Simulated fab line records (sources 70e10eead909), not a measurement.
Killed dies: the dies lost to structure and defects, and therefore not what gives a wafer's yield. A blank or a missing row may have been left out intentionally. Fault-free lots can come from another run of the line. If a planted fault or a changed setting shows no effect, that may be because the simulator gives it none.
Matching of chambers ; flow nand_harc ; 4 sister chambers for NHARC_A_STAIRCASE_ETCH_15 on rie_diel-04
The step etches the open film in C4F8/O2, target depth 100 nm, time 40.5 s. 4 wafers are shown with their chamber, then 8 later ones without.

== EACH WAFER AND ITS CHAMBER ==
wafer;chamber;rf_vpp_V (V)
L816.3;0;903
L823.3;2;893
L823.6;1;904
L825.1;3;888

== WAFERS WITH NO CHAMBER GIVEN ==
wafer;rf_vpp_V (V)
L825.2;905
L825.3;904
L831.1;906
L831.3;905
L831.4;906
L832.2;904
L832.5;903
L832.6;896

== WHICH CHAMBER EACH ONE RAN IN ==
wafer;from the rows above;in truth
L825.2;can't be placed: 1 or 0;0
L825.3;can't be placed: 1 or 0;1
L831.1;can't be placed: 1 or 0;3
L831.3;can't be placed: 1 or 0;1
L831.4;can't be placed: 1 or 0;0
L832.2;can't be placed: 1 or 0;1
L832.5;can't be placed: 0 or 1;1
L832.6;2;2
Placed correctly: 1 of 8. Not placeable from these rows: 7 (in 6, the candidates include the true chamber). Number placed wrongly: 0.
How it was worked out, from the rows above alone: a wafer's distance from a chamber is the root of the sum, over the readings, of the square of ((its reading less the chamber's mean) divided by the reading's scatter). The wafer belongs to the nearest chamber; if the next one is less than 2 further off, it can't be placed. Each chamber's mean is taken over the wafers shown for it. The scatter: with one shown wafer a chamber, the root of the mean of the squares of how far each hidden wafer lies from its nearest shown one.
